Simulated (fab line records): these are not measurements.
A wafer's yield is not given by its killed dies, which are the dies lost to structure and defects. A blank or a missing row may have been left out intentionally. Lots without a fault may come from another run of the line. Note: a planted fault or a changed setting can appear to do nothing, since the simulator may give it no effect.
fab line records	flow n5-finfet
record: lots: 4	wafers: 12	last-day: 18
route steps=1938 shown BEOL_M0_SAQP@660 BEOL_M4@1111 PASSIVATION@1936
lots that met no fault: from a run of the same line without faults
start-h: hours from the record's opening day to when the first of the lot's shown wafers began	wait-h: hours elapsed since this lot's preceding step	" unchanged from the row above	L1.1+2: several wafers, shown together as one row	- no value, or no start given	* or withheld: withheld	< > ~ a bound
route shown NAME@n: names a module that has steps shown in the file, with the first one's number in the route	usual: the fault-free wafers' mean and standard deviation	same: alike in all rows	chamber/n: place in a boat	sites: per-site readings	_std_site: standard deviation of those values	_edge_site: the outer-site mean with the inner-site mean subtracted	radius-mm: how far each site lies from the wafer's centre	mask NAME#n: copy n	behind: the most recent tool/chamber to have shaped the wafer	hold: cause of the lot's hold/its duration in hours/its outcome	device: whichever transistor did not switch (one of n, p or np)	end of line: the same wafers' tests at the end of the route	a step given without rows: its recipe and nothing more	killed: the dies lost at the first sort to structure and to defects; this is not the yield of the wafer	map: a wafer's dies, x killed, . not, _ none there
set.NAME: setting as actually run; set.NAME@STEP: the setting as run at that earlier step	model.NAME: the simulator's own value behind a step, which no gauge read
lots seen at some steps along the route; tables by step, rows by wafer
services: when a tool's chamber went out of use (start-h, in hours from the record's first day, below 0 if earlier), for how many hours, and the reason
== steps ==
step: N5_BEOL_M0_SAQP_STRIP_115
recipe: chemistry: post-etch-residue-remover	time-s: 60	temp-c: 25	remover-ph: withheld	remover-water-wt-pct: withheld	remover-fluoride-wt-pct: withheld
step: N5_BEOL_M0_SAQP_SRD_93
recipe: dry: ipa-marangoni	time-s: 30	temp-c: 23	rinse-liquid: diw
step: N5_BEOL_M0_SAQP_RECESS_114
recipe: chemistry: HF/NH3	target: SiO2	target-depth-a: 144	afs-cycles: 3	temp-c: 30	sublimation-temp-c: 180	sublimation-time-s: 60
step: N5_BEOL_M0_SAQP_SPACER1_ALD_98
recipe: material: SiO2	target-thk-a: 128	temp-c: 300	ald-precursor-family: BDEAS	ald-co-reactant: O2-plasma	pulse-time-s: 1	purge-time-s: 2	co-reactant-purge-time-s: 2	ald-cycles: 138	pressure-torr: 2
step: N5_BEOL_M0_SAQP_SPACER1_ETCHBACK_99
recipe: chemistry: CHF3/O2	mode: anisotropic-etchback	target: SiO2	target-depth-a: 154	time-s: 7.7	pressure-mtorr: 30	source-w: 650	bias-w: 170	Ar_flow_sccm: 200	CHF3_flow_sccm: 50	O2_flow_sccm: 5	ion-energy-ev: 200
step: N5_BEOL_M0_SAQP_MANDREL1_REMOVE_100
recipe: chemistry: HBr/Cl2/O2	bt-time-s: 10	target: a-Si	stop-on: SiNx	endpoint: OES-SiCl	over-etch-frac: 0.85	icp-w: 600	bias-w: 30	HBr_flow_sccm: 150	Cl2_flow_sccm: 80	O2_flow_sccm: 5	pressure-mtorr: 10
step: N5_BEOL_M0_SAQP_ETCH_101
recipe: chemistry: CH3F/O2	target: SiNx	mask-material: SiO2	target-depth-a: 299	time-s: 42.7	pressure-mtorr: 30	source-w: 395	bias-w: 73	Ar_flow_sccm: 150	CH3F_flow_sccm: 30	O2_flow_sccm: 20	ion-energy-ev: 120
step: N5_BEOL_M0_SAQP_ETCH_102
recipe: chemistry: CF4	target: SiO2	target-depth-a: 40	ion-energy-ev: 350	time-s: 4.4	pressure-mtorr: 10	icp-w: 800	bias-w: 400	cf4-flow-sccm: 80
step: N5_BEOL_M0_SAQP_MANDREL_ETCH_103
recipe: chemistry: HBr/Cl2	target: a-Si	target-depth-a: 450	bt-time-s: 10	stop-on: SiCN	mask-material: SiO2	over-etch-frac: 0.8	time-s: 27	pressure-mtorr: 10	icp-w: 800	bias-w: 75	HBr_flow_sccm: 150	Cl2_flow_sccm: 80	ends: end-point
step: N5_BEOL_M0_SAQP_RECESS_104
recipe: chemistry: HF/NH3	target: SiO2	target-depth-a: 180	afs-cycles: 3	temp-c: 30	sublimation-temp-c: 180	sublimation-time-s: 60
step: N5_BEOL_M0_SAQP_COAT_105
recipe: resist: SOC	temp-c: 250	time-s: 60	spin-rpm: 1500	resist-thk-nm: 100
step: N5_BEOL_M0_SAQP_ETCH_106
recipe: chemistry: N2/H2	target: SOC	target-depth-a: 1500	stop-on: SiNx	ion-energy-ev: 100	bias-w: 61	pressure-mtorr: 30	source-w: 850	n2-flow-sccm: 200	h2-flow-sccm: 200
usual: bias-w: 61.01/0.17	chamber-pressure-mTorr: 29.997/0.028	drypump-motor-current-A: 5.8/0.38	oes-product-au: 0.77/0.084	rf-vpp-V: 240.6/1.4	showerhead-plenum-p-Torr: 2.54/0.089	throttle-valve-pct: 17.83/0.29
lot.wafer	tool	chamber	start-h	wait-h	bias-w	chamber-pressure-mTorr	drypump-motor-current-A	oes-product-au	rf-hours-counter-h	rf-vpp-V	showerhead-plenum-p-Torr	throttle-valve-pct	model.SOC_of_BEOL_M0_SAQP_COAT_105.thk-nm
L185.1	rie-diel-04	2	135.17	-	-	-	-	-	-	-	-	-	100.2
L185.2	"	0	"	"	-	-	-	-	-	-	-	-	100.4
L185.6	"	1	"	"	-	-	-	-	-	-	-	-	100.2
L186.2	rie-diel-04	3	141.15	-	-	-	-	-	-	-	-	-	100.2
L186.4	"	2	"	"	-	-	-	-	-	-	-	-	100
L186.6	"	1	"	"	-	-	-	-	-	-	-	-	100.4
L195.1	rie-diel-03	3	195.60	-	60.83	29.976	6.6	0.79	93	240.1	2.45	17.72	25.4
L195.4	"	2	"	"	61.04	29.953	5.2	0.91	17	242.0	2.60	17.75	23.8
L195.5	"	3	"	"	60.97	29.996	6.6	0.80	-	238.2	2.45	17.72	25.2
L202.1	rie-diel-04	1	241.27	-	61.08	29.973	5.6	0.71	186	239.9	2.64	17.94	23.4
L202.3	"	2	"	"	60.83	30.010	6.0	0.90	21	242.3	2.60	17.81	22.4
L202.5	"	2	"	"	61.09	30.005	6.1	0.91	-	240.2	2.60	17.84	22.2
step: N5_BEOL_M0_SAQP_ETCH_107
recipe: chemistry: CH3F/O2	target: SiNx	target-depth-a: 300	mask-material: SOC	pressure-mtorr: 30	source-w: 395	bias-w: 73	Ar_flow_sccm: 150	CH3F_flow_sccm: 30	O2_flow_sccm: 20	ion-energy-ev: 120
usual: CH3F_flow_sccm: 30.00/0.088	O2_flow_sccm: 20.01/0.062	drypump-motor-current-A: 5.8/0.38	oes-product-au: 0.78/0.087	rf-vpp-V: 298.8/2.7	showerhead-plenum-p-Torr: 2.00/0.07	throttle-valve-pct: 16.37/0.25
lot.wafer	tool	chamber	start-h	wait-h	CH3F_flow_sccm	O2_flow_sccm	drypump-motor-current-A	oes-product-au	rf-hours-counter-h	rf-vpp-V	showerhead-plenum-p-Torr	throttle-valve-pct	model.SOC_of_BEOL_M0_SAQP_COAT_105.thk-nm
L185.1	rie-diel-04	2	135.23	0.0	30.01	20.02	6.1	0.68	244	299.8	2.05	16.64	89.2
L185.2	"	0	"	"	29.99	20.04	5.7	0.92	16	295.2	1.97	15.91	89.2
L185.6	"	1	"	"	29.97	20.04	5.6	0.74	-	297.1	2.09	16.49	89.2
L186.2	rie-diel-04	3	141.21	0.0	29.96	20.00	5.7	0.87	48	297.5	2.12	16.18	89.2
L186.4	"	2	"	"	29.98	19.98	6.1	0.68	246	299.6	2.05	16.63	89.2
L186.6	"	1	"	"	29.96	20.04	5.7	0.75	-	296.0	2.09	16.49	89.4
L195.1	rie-diel-03	3	195.66	0.0	29.97	20.06	6.6	0.80	93	298.7	1.93	16.39	14.6
L195.4	"	2	"	"	30.11	20.03	5.3	0.93	17	302.4	2.04	16.22	12.8
L195.5	"	3	"	"	29.80	20.00	6.6	0.80	-	299.7	1.93	16.37	14.4
L202.1	rie-diel-04	1	241.33	0.0	29.99	20.08	5.7	0.73	186	296.3	2.08	16.54	12.4
L202.3	"	2	"	"	29.85	19.93	6.0	0.92	21	297.9	2.04	16.19	11.4
L202.5	"	2	"	"	29.94	20.07	6.1	0.93	-	298.4	2.04	16.19	11
step: N5_BEOL_M0_SAQP_STRIP_108
recipe: chemistry: N2/H2	power-w: 500	temp-c: 40	pressure-mtorr: 50	rf-frequency-hz: 6e+07	overash-fraction: 0.3	bias-power-w: 28	h2-frac: 0.5	n2-flow-sccm: 300	h2-flow-sccm: 300
step: N5_BEOL_M4_RC_MEAS_101
usual: DIBL_N: 35.8/1.4	DIBL_P: 35.8/1.6	IOFF_N: 0.152/0.021	IOFF_P: 0.204/0.027	ION_N: 672/8.7	ION_P: 461/6.2	SS_N: 71.5/0.54	SS_P: 73.1/0.57	VT_N: 250.0/2.5	VT_P: -250.6/2.7
lot.wafer	tool	chamber	start-h	wait-h	DIBL_N[mV/V]	DIBL_P[mV/V]	IOFF_N[nA/um]	IOFF_P[nA/um]	ION_N[uA/um]	ION_P[uA/um]	SS_N[mV/dec]	SS_P[mV/dec]	VT_N[mV]	VT_P[mV]
L195.1	prober-02	0	266.23	0.0	35.6	37.0	0.156	0.209	677	466	71.7	73.7	249.2	-250.5
L195.4	"	0	"	"	34.4	35.6	0.140	0.193	671	461	71.6	73.0	251.0	-250.9
L195.5	"	0	"	"	36.2	37.4	0.167	0.223	677	466	72.0	72.9	246.9	-247.8
L202.1	prober-01	0	308.17	0.0	37.6	37.0	0.195	0.238	675	469	71.7	73.3	247.3	-248.0
L202.3	"	0	"	"	37.1	36.8	0.183	0.251	674	472	72.2	73.9	248.4	-242.6
L202.5	"	0	"	"	35.7	35.2	0.154	0.212	660	461	71.3	73.3	249.9	-244.7
step: N5_PASSIVATION_PROBE_49
usual: defect-limited-yield: 91.6/1.4	killed_at_M0_to_M3: 33/9.7	killed_at_M4_up: 13/5.4	killed-at-contacts: 13/6.6	killed-at-front-end: 36/11	killed-at-other: 3.9/3	killed-dies: 99/16	killed-on-rim: 13/3.8	killed-open: 66/12	killed-short: 32/7.9	sort_bin_5_function: 4.9/0.9	sort_bin_6_memory: 3.2/0.67	sort-n-pass: 1081/16	sort-yield-pct: 91.6/1.4
same: gross-dies: 1180	killed-at-back-side: 0	sort_bin_4_leakage[%]: 0	sort_bin_8_speed[%]: 0
lot.wafer	tool	chamber	start-h	wait-h	defect-limited-yield[%]	killed_at_M0_to_M3	killed_at_M4_up	killed-at-contacts	killed-at-front-end	killed-at-other	killed-dies	killed-on-rim	killed-open	killed-short	sort_bin_5_function[%]	sort_bin_6_memory[%]	sort-n-pass	sort-yield-pct[%]
L185.1	prober-01	-	309.10	0.4	0	1144	12	3	21	0	1180	152	47	29	97.8	1.9	0	0
L185.2	prober-01	-	309.15	0.5	0	1122	15	5	37	1	1180	152	64	33	96.4	3.1	0	0
L185.6	prober-01	-	309.35	0.7	0	1096	11	12	53	8	1180	152	67	44	96.1	3.7	0	0
L186.2	prober-02	-	313.93	0.1	0	1144	8	8	20	0	1180	152	46	18	98.1	1.8	0	0
L186.4	prober-02	-	314.03	0.2	0	1117	15	12	34	2	1180	152	63	25	97.4	2.6	0	0
L186.6	prober-02	-	314.13	0.3	0	1131	9	14	25	1	1180	152	60	20	97.1	2.5	0	0
killed by level:class
L185.1 BEOL_M0_SAQP:area-etch=1101 BEOL_M1:geometric-particle:open=10 BEOL_M3:geometric-particle:open=9 BEOL_M1:geometric-particle:short=6 STI_FIN_REVEAL:geometric-particle:open=5 BEOL_M0:geometric-particle:open=5 FIN_SAQP:geometric-particle:open=4 BEOL_M0_SAQP:geometric-particle:short=4
L185.2 BEOL_M0_SAQP:area-etch=1080 FIN_SAQP:geometric-particle:open=10 BEOL_M1:geometric-particle:open=10 FIN_SAQP:geometric-particle:short=9 BEOL_M3:geometric-particle:open=9 BEOL_M0_SAQP:geometric-particle:open=8 MOL_CONTACT_COAG:geometric-particle:open=5 BEOL_M1:geometric-particle:short=5
L185.6 BEOL_M0_SAQP:area-etch=1067 STI_FIN_REVEAL:geometric-particle:open=16 MOL_CONTACT_COAG:geometric-particle:open=11 BEOL_M0_SAQP:geometric-particle:short=11 FIN_SAQP:geometric-particle:open=9 FIN_SAQP:geometric-particle:short=8 STARTING-WAFER:geometric-particle:open=6 BEOL_M0_SAQP:geometric-particle:open=5
L186.2 BEOL_M0_SAQP:area-etch=1115 BEOL_M2:geometric-particle:open=8 MOL_CONTACT_COAG:geometric-particle:open=6 FIN_SAQP:geometric-particle:open=5 BEOL_M0_SAQP:geometric-particle:short=5 BEOL_M0_SAQP:geometric-particle:open=5 BEOL_M3:geometric-particle:open=5 FIN_SAQP:geometric-particle:short=4
L186.4 BEOL_M0_SAQP:area-etch=1092 MOL_CONTACT_COAG:geometric-particle:open=10 STI_FIN_REVEAL:geometric-particle:open=8 BEOL_M2:geometric-particle:open=7 BEOL_M3:geometric-particle:open=7 STARTING-WAFER:geometric-particle:open=6 BEOL_M4:geometric-particle:open=5 DUMMY_GATE:geometric-particle:open=4
L186.6 BEOL_M0_SAQP:area-etch=1099 MOL_CONTACT_COAG:geometric-particle:open=11 BEOL_M2:geometric-particle:open=11 FIN_SAQP:geometric-particle:open=8 STI_FIN_REVEAL:geometric-particle:open=5 BEOL_M0:geometric-particle:open=5 BEOL_M3:geometric-particle:open=5 BEOL_M0_SAQP:geometric-particle:short=4
map L185.1 (x killed, . not)
_________________xxxxxxxxxxxx________________
______________xxxxxxxxxxxxxxxxxx_____________
___________xxxxxxxxxxxxxxxxxxxxxxxx__________
__________xxxxxxxxxxxxxxxxxxxxxxxxxx_________
________xxxxxxxxxxxxxxxxxxxxxxxxxxxxxx_______
_______xxxxxxxxxxxxxxxxxxxxxxxxxxxxxxxx______
______xxxxxxxxxxxxxxxxxxxxxxxxxxxxxxxxxx_____
_____xxxxxxxxxxxxxxxxxxxxxxxxxxxxxxxxxxxx____
____xxxxxxxxxxxxxxxxxxxxxxxxxxxxxxxxxxxxxx___
___xxxxxxxxxxxxxxxxxxxxxxxxxxxxxxxxxxxxxxxx__
___xxxxxxxxxxxxxxxxxxxxxxxxxxxxxxxxxxxxxxxx__
__xxxxxxxxxxxxxxxxxxxxxxxxxxxxxxxxxxxxxxxxxx_
__xxxxxxxxxxxxxxxxxxxxxxxxxxxxxxxxxxxxxxxxxx_
_xxxxxxxxxxxxxxxxxxxxxxxxxxxxxxxxxxxxxxxxxxxx
_xxxxxxxxxxxxxxxxxxxxxxxxxxxxxxxxxxxxxxxxxxxx
_xxxxxxxxxxxxxxxxxxxxxxxxxxxxxxxxxxxxxxxxxxxx
_xxxxxxxxxxxxxxxxxxxxxxxxxxxxxxxxxxxxxxxxxxxx
_xxxxxxxxxxxxxxxxxxxxxxxxxxxxxxxxxxxxxxxxxxxx
_xxxxxxxxxxxxxxxxxxxxxxxxxxxxxxxxxxxxxxxxxxxx
_xxxxxxxxxxxxxxxxxxxxxxxxxxxxxxxxxxxxxxxxxxxx
_xxxxxxxxxxxxxxxxxxxxxxxxxxxxxxxxxxxxxxxxxxxx
__xxxxxxxxxxxxxxxxxxxxxxxxxxxxxxxxxxxxxxxxxx_
__xxxxxxxxxxxxxxxxxxxxxxxxxxxxxxxxxxxxxxxxxx_
___xxxxxxxxxxxxxxxxxxxxxxxxxxxxxxxxxxxxxxxx__
___xxxxxxxxxxxxxxxxxxxxxxxxxxxxxxxxxxxxxxxx__
____xxxxxxxxxxxxxxxxxxxxxxxxxxxxxxxxxxxxxx___
_____xxxxxxxxxxxxxxxxxxxxxxxxxxxxxxxxxxxx____
______xxxxxxxxxxxxxxxxxxxxxxxxxxxxxxxxxx_____
_______xxxxxxxxxxxxxxxxxxxxxxxxxxxxxxxx______
________xxxxxxxxxxxxxxxxxxxxxxxxxxxxxx_______
__________xxxxxxxxxxxxxxxxxxxxxxxxxx_________
___________xxxxxxxxxxxxxxxxxxxxxxxx__________
______________xxxxxxxxxxxxxxxxxx_____________
_________________xxxxxxxxxxxx________________
map L186.2 (x killed, . not)
_________________xxxxxxxxxxxx________________
______________xxxxxxxxxxxxxxxxxx_____________
___________xxxxxxxxxxxxxxxxxxxxxxxx__________
__________xxxxxxxxxxxxxxxxxxxxxxxxxx_________
________xxxxxxxxxxxxxxxxxxxxxxxxxxxxxx_______
_______xxxxxxxxxxxxxxxxxxxxxxxxxxxxxxxx______
______xxxxxxxxxxxxxxxxxxxxxxxxxxxxxxxxxx_____
_____xxxxxxxxxxxxxxxxxxxxxxxxxxxxxxxxxxxx____
____xxxxxxxxxxxxxxxxxxxxxxxxxxxxxxxxxxxxxx___
___xxxxxxxxxxxxxxxxxxxxxxxxxxxxxxxxxxxxxxxx__
___xxxxxxxxxxxxxxxxxxxxxxxxxxxxxxxxxxxxxxxx__
__xxxxxxxxxxxxxxxxxxxxxxxxxxxxxxxxxxxxxxxxxx_
__xxxxxxxxxxxxxxxxxxxxxxxxxxxxxxxxxxxxxxxxxx_
_xxxxxxxxxxxxxxxxxxxxxxxxxxxxxxxxxxxxxxxxxxxx
_xxxxxxxxxxxxxxxxxxxxxxxxxxxxxxxxxxxxxxxxxxxx
_xxxxxxxxxxxxxxxxxxxxxxxxxxxxxxxxxxxxxxxxxxxx
_xxxxxxxxxxxxxxxxxxxxxxxxxxxxxxxxxxxxxxxxxxxx
_xxxxxxxxxxxxxxxxxxxxxxxxxxxxxxxxxxxxxxxxxxxx
_xxxxxxxxxxxxxxxxxxxxxxxxxxxxxxxxxxxxxxxxxxxx
_xxxxxxxxxxxxxxxxxxxxxxxxxxxxxxxxxxxxxxxxxxxx
_xxxxxxxxxxxxxxxxxxxxxxxxxxxxxxxxxxxxxxxxxxxx
__xxxxxxxxxxxxxxxxxxxxxxxxxxxxxxxxxxxxxxxxxx_
__xxxxxxxxxxxxxxxxxxxxxxxxxxxxxxxxxxxxxxxxxx_
___xxxxxxxxxxxxxxxxxxxxxxxxxxxxxxxxxxxxxxxx__
___xxxxxxxxxxxxxxxxxxxxxxxxxxxxxxxxxxxxxxxx__
____xxxxxxxxxxxxxxxxxxxxxxxxxxxxxxxxxxxxxx___
_____xxxxxxxxxxxxxxxxxxxxxxxxxxxxxxxxxxxx____
______xxxxxxxxxxxxxxxxxxxxxxxxxxxxxxxxxx_____
_______xxxxxxxxxxxxxxxxxxxxxxxxxxxxxxxx______
________xxxxxxxxxxxxxxxxxxxxxxxxxxxxxx_______
__________xxxxxxxxxxxxxxxxxxxxxxxxxx_________
___________xxxxxxxxxxxxxxxxxxxxxxxx__________
______________xxxxxxxxxxxxxxxxxx_____________
_________________xxxxxxxxxxxx________________
== services ==
tool	chamber	start-h	hours	kind
rie-diel-03	2	112.96	-	clean
rie-diel-03	2	112.96	-	consumable-replace:focus-ring
rie-diel-03	2	112.96	21.8	scheduled-down
rie-diel-03	2	112.96	21.8	vent-cycle
rie-diel-04	1	146.38	8.4	repair
rie-diel-04	2	154.91	-	clean
rie-diel-04	2	154.91	-	consumable-replace:focus-ring
rie-diel-04	2	154.91	19.6	scheduled-down
rie-diel-04	2	154.91	19.6	vent-cycle
rie-diel-04	3	195.40	5.2	repair
rie-diel-04	-	207.32	0.2	repair
rie-diel-03	0	226.00	-	clean
rie-diel-03	0	226.00	-	consumable-replace:focus-ring
rie-diel-03	0	226.00	14.0	scheduled-down
rie-diel-03	0	226.00	14.0	vent-cycle
== key ==
first-sign: step: N5_BEOL_M0_SAQP_ETCH_106	reading: tool-record	direction: missing
effect: step: N5_PASSIVATION_PROBE_49	reading: killed_at_M0_to_M3	direction: up	sigmas: 99+	usual: 33	struck: 1126
model-effect: step: N5_BEOL_M0_SAQP_ETCH_106	value: SOC_of_BEOL_M0_SAQP_COAT_105.thk-nm	without: 23.17	struck: 100.2
model-effect: step: N5_BEOL_M0_SAQP_ETCH_107	value: SOC_of_BEOL_M0_SAQP_COAT_105.thk-nm	without: 12.17	struck: 89.23
more-kills-born-at: N5_BEOL_M0_SAQP_ETCH_106@rie-diel-04: 6554
met-at N5_BEOL_M0_SAQP_ETCH_106
struck-wafers L185.1,L185.2,L185.6,L186.2,L186.4,L186.6
later-rows-left-out L185.1,L185.2,L185.6,L186.2,L186.4,L186.6
fault: kind: skipped-step-whole	tool: rie-diel-04	chamber: -	onset-h: 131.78	steps: N5_BEOL_M0_SAQP_ETCH_106	scope: struck-lots-only
later-rows-left-out: the simulator's readings of these wafers behind a module that went badly wrong aren't trusted and aren't shown, but for the sort
